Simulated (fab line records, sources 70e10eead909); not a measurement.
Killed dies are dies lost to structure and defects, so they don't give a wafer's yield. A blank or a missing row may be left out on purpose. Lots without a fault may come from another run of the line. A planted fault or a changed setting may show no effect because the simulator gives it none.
Which tool did it? | flow nand_harc | 12 lots, 36 wafers sampled, at 1 step of a route of 1302

WHAT THE GAUGES READ, wafer by wafer
NHARC_A_ZERO_WELL_CD_MEAS_10: target cd 2000 nm.
lot  | measured     | on        | cd_nm (nm)
L076 | day 7 11:09  | cd_sem-03 | 1999.4 1998.8 1997.5
L077 | day 8 03:39  | cd_sem-03 | 2002.2 2000.6 1998.4
L079 | day 9 00:26  | cd_sem-01 | 2000.0 1998.1 1999.1
L081 | day 9 22:59  | cd_sem-02 | 1999.6 1997.7 2002.2
L083 | day 11 01:22 | cd_sem-01 | 1998.8 1998.6 2002.3
L084 | day 11 10:05 | cd_sem-01 | 1999.4 1997.4 1999.8
L087 | day 12 02:04 | cd_sem-02 | 2001.4 1999.9 2000.1
L089 | day 12 21:34 | cd_sem-02 | 1997.5 1997.5 2000.8
L091 | day 13 21:58 | cd_sem-02 | 2003.9 2000.0 1997.9
L093 | day 14 14:28 | cd_sem-02 | 1998.7 2000.2 1998.5
L095 | day 15 16:22 | cd_sem-01 | 1997.0 1998.2 2001.0
L097 | day 16 07:10 | cd_sem-01 | 1997.5 1996.1 1997.7

WHICH TOOL RAN EACH LOT (tool, then ch and the chambers of the sampled wafers, then the start)
The record holds no process step before these readings.

THE ANSWER, worked out from the rows above alone
Rule: what is usual is taken from the lots themselves. Put in order of their means at a reading, lots are off if they are a third of the lots or fewer, leave a main group of 4 or more, and stand apart from it by a gap of 3 or more times the standard deviation of the main group's means; of several such gaps the widest counts. A main group whose means are all the same, to the digits that the tables above print for the reading, isn't used. A lot without any number at a reading at which 4 lots or more have one is off too. The other lots that the step has rows for count as sound.
No lot is off at any reading shown: from this, nothing can be told.

WHAT THE SIMULATOR HAD PUT IN
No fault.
